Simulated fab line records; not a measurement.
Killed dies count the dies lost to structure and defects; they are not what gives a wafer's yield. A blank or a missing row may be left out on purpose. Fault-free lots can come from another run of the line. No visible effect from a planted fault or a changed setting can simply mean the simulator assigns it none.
fab line records	flow n5Finfet
record lots=9	wafers=27	lastDay=17
route steps=1938 shown MOL_CONTACT_COAG@613 BEOL_M0_SAQP@633 BEOL_M4@1111 PASSIVATION@1936
lots with no fault: from the same line, run without faults
startH: start of the lot's first displayed wafer, in hours after the record's first day	waitH: hours from the lot's prior step to this one	" same as the row above	L1.1+2: one row covering several wafers at once	- no value, or no start was given	* or withheld: withheld	< > ~ a bound
route shown NAME@n: NAME is a module with steps in the file, n the number in the route of the first one	usual: mean/standard deviation taken from wafers without a fault	same: alike in all rows	chamber/n: place in a boat	sites: each site's reading	_std_site: the values' standard deviation	_edge_site: mean of outer sites minus mean of inner sites	radiusMm: for every site, how far away it sits from the centre of the wafer	mask NAME#n: copy n	behind: the tool/chamber that last shaped the wafer	hold: what put the lot on hold/how long, in hours/how the hold closed	device: the n, p or np transistor that did not switch	end of line: the tests these same wafers got at the end of their route	for a step that has no rows: nothing shown but its recipe	killed: count of dies lost to structure and defects at first sort (not the wafer's yield)	map: a wafer's dies, marking killed ones x, the rest . and places with no die _
set.NAME: the setting the step ran with; set.NAME@STEP: the setting that earlier step ran with	model.NAME: the simulator's own value behind a step, which no gauge read
one table for each step of the route and one row for each wafer, over a sample of lots
services: when a tool's chamber went out of use (startH, in hours from the record's first day, below 0 if earlier), for how many hours, and the reason
## steps
# step N5_MOL_CONTACT_COAG_ETCHBACK_136
# recipe chemistry=CHF3	target=SiO2	targetDepthA=250	timeS=16.7	ionEnergyEv=200	pressureMtorr=30	sourceW=610	biasW=170	Ar_flow_sccm=200	CHF3_flow_sccm=50
# usual drypumpMotorCurrentA=5.8/0.4	oesProductAu=0.80/0.099	rfVppV=526/14	showerheadPlenumPTorr=2.39/0.086	throttleValvePct=18.67/0.16
lot.wafer	tool	chamber	startH	waitH	drypumpMotorCurrentA	oesProductAu	rfHoursCounterH	rfVppV	showerheadPlenumPTorr	throttleValvePct
L377.3	rieDiel-04	3	115.50	0.0	5.6	0.86	43	503	2.32	18.51
L377.4	"	0	"	"	5.5	0.97	8	535	2.55	18.45
L377.5	"	0	"	"	5.5	0.97	-	536	2.55	18.47
L378.3	rieDiel-03	3	120.65	0.0	6.1	0.90	34	542	2.42	18.60
L378.5	"	2	"	"	4.8	0.70	-	531	2.35	19.00
L378.6	"	0	"	"	5.7	0.67	-	533	2.36	18.95
L379.2	rieDiel-02	3	130.05	0.0	6.3	0.72	182	541	2.47	18.49
L379.3	"	1	"	"	5.6	0.70	219	514	2.25	18.76
L379.4	"	2	"	"	5.9	0.74	152	506	2.29	18.77
L380.1	rieDiel-03	3	133.29	0.0	6.1	0.88	42	541	2.41	18.61
L380.3	"	2	"	"	4.8	0.69	256	530	2.35	19.00
L380.4	"	2	"	"	4.8	0.69	-	530	2.35	19.01
L381.2	rieDiel-03	1	140.41	0.0	6.2	0.98	1	535	2.46	18.68
L381.4	"	1	"	"	6.3	0.97	-	534	2.46	18.70
L381.6	"	3	"	"	6.1	0.88	-	542	2.41	18.64
L389.1	rieDiel-04	0	191.27	0.0	5.5	0.91	27	535	2.55	18.49
L389.2	"	2	"	"	6.3	0.71	244	521	2.36	18.99
L389.4	"	1	"	"	5.7	0.74	180	530	2.48	18.69
L393.2	rieDiel-02	1	211.01	0.0	5.6	0.67	247	513	2.24	18.81
L393.3	"	2	"	"	5.9	0.73	181	505	2.28	18.80
L393.4	"	3	"	"	6.3	0.70	210	539	2.46	18.53
L396.3	rieDiel-02	2	227.37	0.0	5.9	0.73	183	505	2.28	18.84
L396.4	"	0	"	"	5.9	0.86	-	538	2.41	18.58
L396.5	"	3	"	"	6.3	0.69	-	542	2.46	18.54
L397.3	rieDiel-04	3	235.97	0.0	5.5	0.81	84	501	2.31	18.56
L397.5	"	0	"	"	5.5	0.88	-	534	2.54	18.52
L397.6	"	1	"	"	5.7	0.75	-	530	2.47	18.70
# step N5_BEOL_M0_SAQP_ILD_DEP_01
# recipe material=SiOC	targetThkA=454.19	tempC=350	precursor=DEMS/O2	pressureTorr=5	rfW=500	timeS=8.7
# usual heaterPowerOuterW=266/38	heaterPowerW=488/57	showerheadPlenumPTorr=5.682/0.014	throttleValvePct=11.8/0.56
lot.wafer	tool	chamber	startH	waitH	heaterPowerOuterW	heaterPowerW	showerheadPlenumPTorr	throttleValvePct
L377.3	pecvd-01	1	120.12	0.0	245	442	5.683	12.0
L377.4	"	0	"	"	288	515	5.657	12.0
L377.5	"	2	"	"	243	442	5.667	11.3
L378.3	pecvd-01	2	125.31	0.0	231	417	5.682	11.5
L378.5	"	2	"	"	229	436	5.692	11.5
L378.6	"	1	"	"	248	459	5.662	11.8
L379.2	pecvd-02	1	134.59	0.0	366	594	5.697	12.1
L379.3	"	0	"	"	341	560	5.688	12.2
L379.4	"	1	"	"	369	579	5.708	12.6
L380.1	pecvd-04	1	137.86	0.0	271	530	5.698	11.2
L380.3	"	0	"	"	225	408	5.681	12.8
L380.4	"	2	"	"	309	558	5.714	11.4
L381.2	pecvd-01	0	145.00	0.0	289	521	5.668	12.1
L381.4	"	1	"	"	273	490	5.686	11.8
L381.6	"	2	"	"	234	428	5.683	11.4
L389.1	pecvd-04	1	195.87	0.0	271	554	5.685	11.0
L389.2	"	2	"	"	324	597	5.710	11.5
L389.4	"	0	"	"	238	427	5.695	12.9
L393.2	pecvd-01	2	215.60	0.0	248	460	5.686	11.3
L393.3	"	1	"	"	279	488	5.668	11.9
L393.4	"	0	"	"	293	528	5.663	12.0
L396.3	pecvd-01	1	232.59	0.0	294	505	5.673	11.9
L396.4	"	0	"	"	305	543	5.680	12.1
L396.5	"	1	"	"	290	499	5.683	11.8
L397.3	pecvd-01	2	240.51	0.0	236	419	5.673	11.4
L397.5	"	1	"	"	244	439	5.683	11.8
L397.6	"	0	"	"	311	551	5.660	12.4
# step N5_BEOL_M0_SAQP_PECVD_03
# recipe material=SiCN	targetThkA=120	tempC=withheld	precursor=3MS/NH3	pressureTorr=3	rfW=202	timeS=21.1
# usual showerheadPlenumPTorr=3.659/0.013	throttleValvePct=8.9/0.57
lot.wafer	tool	chamber	startH	waitH	showerheadPlenumPTorr	throttleValvePct
L377.3	pecvd-02	2	121.99	0.1	3.657	7.8
L377.4	"	1	"	"	3.680	9.4
L377.5	"	2	"	"	3.655	8.0
L378.3	pecvd-04	0	126.11	0.1	3.660	9.5
L378.5	"	2	"	"	3.674	8.6
L378.6	"	1	"	"	3.660	8.5
L379.2	pecvd-02	0	135.63	0.1	3.674	9.5
L379.3	"	1	"	"	3.676	9.3
L379.4	"	0	"	"	3.677	9.4
L380.1	pecvd-02	0	140.00	0.1	3.674	9.1
L380.3	"	1	"	"	3.683	9.2
L380.4	"	2	"	"	3.667	7.8
L381.2	pecvd-02	1	146.42	0.1	3.680	9.3
L381.4	"	2	"	"	3.668	8.0
L381.6	"	1	"	"	3.665	9.4
L389.1	pecvd-04	2	196.94	0.1	3.671	8.8
L389.2	"	0	"	"	3.664	9.7
L389.4	"	0	"	"	3.650	9.8
L393.2	pecvd-02	2	218.48	0.1	3.668	8.1
L393.3	"	1	"	"	3.673	9.0
L393.4	"	2	"	"	3.660	8.0
L396.3	pecvd-04	0	232.87	0.1	3.648	9.8
L396.4	"	2	"	"	3.680	8.7
L396.5	"	0	"	"	3.664	10.0
L397.3	pecvd-01	1	240.77	0.1	3.647	9.2
L397.5	"	0	"	"	3.638	9.2
L397.6	"	1	"	"	3.661	8.7
# step N5_BEOL_M0_SAQP_PECVD_04
# recipe material=a-Si	targetThkA=600	tempC=350	precursor=SiH4/He	pressureTorr=3	rfW=100	timeS=60.2
# usual heaterPowerOuterW=380/43	heaterPowerW=637/57	showerheadPlenumPTorr=5.65/0.048	throttleValvePct=17.9/1.1
lot.wafer	tool	chamber	startH	waitH	heaterPowerOuterW	heaterPowerW	showerheadPlenumPTorr	throttleValvePct
L377.3	pecvd-02	2	122.10	0.0	353	584	5.65	15.8
L377.4	"	1	"	"	409	634	5.72	18.8
L377.5	"	2	"	"	352	585	5.64	15.8
L378.3	pecvd-04	0	126.23	0.0	350	607	5.65	19.6
L378.5	"	2	"	"	422	715	5.68	17.5
L378.6	"	1	"	"	379	690	5.63	16.9
L379.2	pecvd-02	0	135.75	0.0	389	636	5.71	18.7
L379.3	"	1	"	"	463	709	5.72	18.9
L379.4	"	0	"	"	389	622	5.72	18.7
L380.1	pecvd-02	0	140.11	0.0	362	606	5.71	18.9
L380.3	"	1	"	"	464	702	5.70	18.6
L380.4	"	2	"	"	336	575	5.63	15.9
L381.2	pecvd-02	1	146.53	0.0	467	703	5.70	18.9
L381.4	"	2	"	"	341	581	5.66	15.7
L381.6	"	1	"	"	464	710	5.70	18.7
L389.1	pecvd-04	2	197.05	0.0	353	620	5.68	17.7
L389.2	"	0	"	"	341	578	5.64	19.1
L389.4	"	0	"	"	342	574	5.66	19.6
L393.2	pecvd-02	2	218.59	0.0	332	591	5.64	15.9
L393.3	"	1	"	"	430	634	5.70	18.7
L393.4	"	2	"	"	341	561	5.65	16.0
L396.3	pecvd-04	0	232.98	0.0	342	582	5.65	19.4
L396.4	"	2	"	"	429	730	5.68	17.9
L396.5	"	0	"	"	355	594	5.65	19.3
L397.3	pecvd-01	1	240.89	0.0	365	614	5.61	18.4
L397.5	"	0	"	"	365	621	5.56	18.3
L397.6	"	1	"	"	356	605	5.61	18.0
# step N5_BEOL_M0_SAQP_THK_MEAS_05
# usual thkNm=59.9/0.71
lot.wafer	tool	chamber	startH	waitH	thkNm
L377.3	filmMetro-01	-	122.20	0.1	60.2
L377.4	"	-	"	"	60.6
L377.5	"	-	"	"	60.2
L378.3	filmMetro-02	-	126.32	0.1	59.2
L378.5	"	-	"	"	60.9
L378.6	"	-	"	"	60.2
L379.2	filmMetro-02	-	135.85	0.1	59.5
L379.3	"	-	"	"	60.3
L379.4	"	-	"	"	60.8
L380.1	filmMetro-02	-	140.21	0.1	58.6
L380.3	"	-	"	"	56.3
L380.4	"	-	"	"	57.9
L381.2	filmMetro-02	-	146.63	0.1	57.3
L381.4	"	-	"	"	57.9
L381.6	"	-	"	"	60.7
L389.1	filmMetro-01	-	197.15	0.1	59.7
L389.2	"	-	"	"	58.9
L389.4	"	-	"	"	60.4
L393.2	filmMetro-02	-	218.69	0.1	59.4
L393.3	"	-	"	"	60.0
L393.4	"	-	"	"	60.8
L396.3	filmMetro-01	-	233.08	0.1	58.9
L396.4	"	-	"	"	59.9
L396.5	"	-	"	"	59.7
L397.3	filmMetro-01	-	240.98	0.1	59.3
L397.5	"	-	"	"	60.3
L397.6	"	-	"	"	60.7
# step N5_BEOL_M4_RC_MEAS_101
# usual DIBL_N=36.0/1.7	DIBL_P=35.8/2	IOFF_N=0.15/0.03	IOFF_P=0.20/0.037	ION_N=670/12	ION_P=460/7.2	SS_N=71.5/0.68	SS_P=73.2/0.65	VT_N=250/3.1	VT_P=-251/3.4
lot.wafer	tool	chamber	startH	waitH	DIBL_N[mV/V]	DIBL_P[mV/V]	IOFF_N[nA/um]	IOFF_P[nA/um]	ION_N[uA/um]	ION_P[uA/um]	SS_N[mV/dec]	SS_P[mV/dec]	VT_N[mV]	VT_P[mV]
L378.3	prober-02	0	177.73	0.3	38.8	39.1	0.20	0.28	671	463	72.0	74.1	246	-244
L378.5	"	0	"	"	37.2	37.0	0.16	0.22	664	459	71.6	72.7	249	-247
L378.6	"	0	"	"	36.9	35.8	0.14	0.21	667	460	72.1	73.2	250	-250
L377.3	prober-01	0	180.80	0.3	34.3	33.3	0.12	0.16	668	456	71.9	72.0	251	-252
L377.4	"	0	"	"	35.8	34.4	0.15	0.17	677	457	72.1	72.7	247	-253
L377.5	"	0	"	"	36.6	34.3	0.15	0.16	646	440	72.3	72.8	252	-253
L379.2	prober-01	0	195.43	0.2	39.0	38.2	0.22	0.31	669	465	72.4	75.0	244	-240
L379.3	"	0	"	"	39.3	38.9	0.23	0.33	663	463	72.1	74.9	244	-241
L379.4	"	0	"	"	34.0	32.5	0.12	0.20	657	464	70.2	72.8	250	-246
L381.2	prober-01	0	200.75	0.2	36.3	37.4	0.15	0.21	654	448	70.6	73.9	248	-252
L381.4	"	0	"	"	34.4	36.1	0.13	0.18	663	460	71.2	73.1	252	-251
L381.6	"	0	"	"	39.2	40.2	0.20	0.27	669	455	73.0	74.0	246	-251
L380.1	prober-02	0	200.82	0.0	33.1	33.7	0.12	0.15	662	454	71.1	73.2	252	-255
L380.3	"	0	"	"	35.5	36.5	0.16	0.18	666	449	71.8	73.2	248	-254
L380.4	"	0	"	"	34.2	35.5	0.14	0.18	682	469	71.3	72.5	251	-255
L389.1	prober-02	0	261.88	0.0	34.5	34.6	0.12	0.16	667	455	71.1	72.6	252	-255
L389.2	"	0	"	"	37.2	37.2	0.16	0.19	676	457	71.5	72.8	250	-254
L389.4	"	0	"	"	37.5	38.0	0.16	0.20	672	460	72.1	73.8	252	-253
L393.2	prober-01	0	274.55	0.2	37.5	38.7	0.19	0.21	678	456	72.3	73.8	251	-252
L393.3	"	0	"	"	34.2	34.3	0.12	0.15	670	455	71.8	73.0	255	-259
L393.4	"	0	"	"	33.3	33.9	0.11	0.14	655	443	71.4	72.8	255	-259
L396.3	prober-01	0	298.28	0.3	37.4	37.8	0.17	0.21	682	463	72.0	74.5	251	-251
L396.4	"	0	"	"	35.4	36.2	0.14	0.18	659	457	71.1	73.8	254	-253
L396.5	"	0	"	"	34.9	35.6	0.13	0.17	657	461	71.0	73.4	253	-256
L397.3	prober-02	0	305.41	0.3	34.7	33.1	0.14	0.17	671	462	71.1	72.5	248	-253
L397.5	"	0	"	"	35.7	35.3	0.15	0.20	684	465	70.8	73.3	247	-252
L397.6	"	0	"	"	37.3	35.7	0.17	0.21	665	457	71.3	72.6	248	-250
# step N5_PASSIVATION_PROBE_49
# usual defectLimitedYield=91.4/1.5	killed_at_M0_to_M3=32/9.8	killed_at_M4_up=15/5.6	killedAtContacts=12/5.4	killedAtFrontEnd=40/13	killedAtOther=3.0/2.1	killedDies=102/17	killedOpen=67/13	killedShort=32/7.1	sort_bin_5_function=5.1/0.96	sort_bin_6_memory=3.2/0.7	sort_bin_8_speed=0.0/0.3	sortNPass=1078/18	sortYieldPct=91.3/1.5
# same grossDies=1180	killedAtBackSide=0	sort_bin_4_leakage[%]=0
lot.wafer	tool	chamber	startH	waitH	defectLimitedYield[%]	killed_at_M0_to_M3	killed_at_M4_up	killedAtContacts	killedAtFrontEnd	killedAtOther	killedDies	killedOpen	killedShort	sort_bin_5_function[%]	sort_bin_6_memory[%]	sort_bin_8_speed[%]	sortNPass	sortYieldPct[%]
L381.2	prober-02	-	310.38	0.1	90.4	45	16	13	35	4	113	82	31	4.7	4.6	0	1067	90.4
L381.4	prober-02	-	310.48	0.2	88.2	37	13	13	73	3	139	88	44	6.5	4.6	0	1041	88.2
L381.6	prober-02	-	310.58	0.3	89.6	45	11	13	50	4	123	88	35	5.8	4.3	0	1057	89.6
L380.1	prober-02	-	312.98	0.0	92.7	20	20	21	16	9	86	54	31	4.2	2.8	0	1094	92.7
L380.3	prober-02	-	313.08	0.1	92.2	28	17	15	27	5	92	63	28	4.8	2.6	0	1088	92.2
L380.4	prober-02	-	313.13	0.2	91.6	24	13	23	35	4	99	66	33	5.2	2.9	0	1081	91.6
# killed by level:class
L381.2 BEOL_M2:geometricParticle:open=15 MOL_CONTACT_COAG:geometricParticle:open=12 BEOL_M4:geometricParticle:open=10 BEOL_M3:geometricParticle:open=9 STI_FIN_REVEAL:geometricParticle:open=8 FIN_SAQP:geometricParticle:short=7 DUMMY_GATE:geometricParticle:open=7 BEOL_M0_SAQP:geometricParticle:short=6
L381.4 STI_FIN_REVEAL:geometricParticle:open=30 BEOL_M1:geometricParticle:open=15 FIN_SAQP:geometricParticle:short=12 MOL_CONTACT_COAG:geometricParticle:open=9 HKMG_FIN:areaEtch=7 FIN_SAQP:geometricParticle:open=6 STI_FIN_REVEAL:geometricParticle:short=6 BEOL_M4:geometricParticle:short=6
L381.6 STI_FIN_REVEAL:geometricParticle:open=21 BEOL_M3:geometricParticle:open=14 MOL_CONTACT_COAG:geometricParticle:open=11 STI_FIN_REVEAL:geometricParticle:short=8 BEOL_M2:geometricParticle:open=7 BEOL_M0_SAQP:geometricParticle:open=6 BEOL_M4:geometricParticle:open=6 FIN_SAQP:geometricParticle:open=4
L380.1 MOL_CONTACT_COAG:geometricParticle:open=18 BEOL_M4:geometricParticle:open=11 BEOL_M0_SAQP:geometricParticle:short=10 PASS1_DEP:geometricParticle:short=5 FIN_SAQP:geometricParticle:open=4 GATE_CUT:geometricParticle:short=4 MOL_CONTACT_COAG:geometricParticle:short=3 BEOL_M0_SAQP:geometricParticle:open=3
L380.3 MOL_CONTACT_COAG:geometricParticle:open=14 BEOL_M4:geometricParticle:open=9 BEOL_M0_SAQP:geometricParticle:open=7 BEOL_M0_SAQP:geometricParticle:short=6 BEOL_M1:geometricParticle:open=6 BEOL_M4:geometricParticle:short=5 STARTING-WAFER:geometricParticle:open=5 BEOL_M0:geometricParticle:open=4
L380.4 MOL_CONTACT_COAG:geometricParticle:open=17 BEOL_M4:geometricParticle:open=9 FIN_SAQP:geometricParticle:open=7 ILD0:geometricParticle:short=6 MOL_CONTACT_COAG:geometricParticle:short=6 FIN_SAQP:geometricParticle:short=5 BEOL_M0:geometricParticle:open=5 ILD0:geometricParticle:open=4
## services
tool	chamber	startH	hours	kind
rieDiel-02	3	99.64	9.0	repair
rieDiel-03	1	103.52	-	clean
rieDiel-03	1	103.52	-	consumableReplace:esc
rieDiel-03	1	103.52	-	consumableReplace:focusRing
rieDiel-03	1	103.52	35.4	scheduledDown
rieDiel-03	1	103.52	35.4	ventCycle
pecvd-01	-	114.37	0.5	repair
rieDiel-02	3	117.67	8.6	repair
pecvd-04	-	119.65	6.0	pm
rieDiel-04	-	122.84	15.6	pm
pecvd-02	2	131.25	2.1	scheduledDown
rieDiel-03	0	138.96	-	clean
rieDiel-03	0	138.96	-	consumableReplace:focusRing
pecvd-01	2	156.72	2.1	scheduledDown
pecvd-04	-	162.33	0.7	repair
pecvd-02	-	191.46	0.7	repair
pecvd-01	1	194.67	2.1	scheduledDown
pecvd-02	-	206.66	0.6	repair
rieDiel-03	-	212.07	0.1	repair
pecvd-02	-	219.26	2.8	pm
rieDiel-03	-	223.88	15.6	pm
pecvd-02	2	232.76	12.9	repair
pecvd-02	0	236.34	2.1	scheduledDown
rieDiel-04	3	238.86	7.2	repair
## key
firstSign step=N5_BEOL_M0_SAQP_THK_MEAS_05	reading=thkNm	direction=down	sigmas=3.7	usual=*	struck=*
effect none on later readings
metAt N5_BEOL_M0_SAQP_PECVD_04
struckLots L380,L381
struckWafers L380.3,L380.4,L381.2,L381.4
notActingAt N5_MOL_CONTACT_COAG_ETCHBACK_136,N5_BEOL_M0_SAQP_ILD_DEP_01,N5_BEOL_M0_SAQP_PECVD_03
onsetBetween 135.75 140.11
fault kind=processParameterDrift	tool=pecvd-02	chamber=-	onsetH=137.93	steps=N5_BEOL_M0_SAQP_PECVD_04	channel=timeS	offset=*	shape=step	endH=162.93	scope=struckWafersOnly	actsIn=*	stated=*
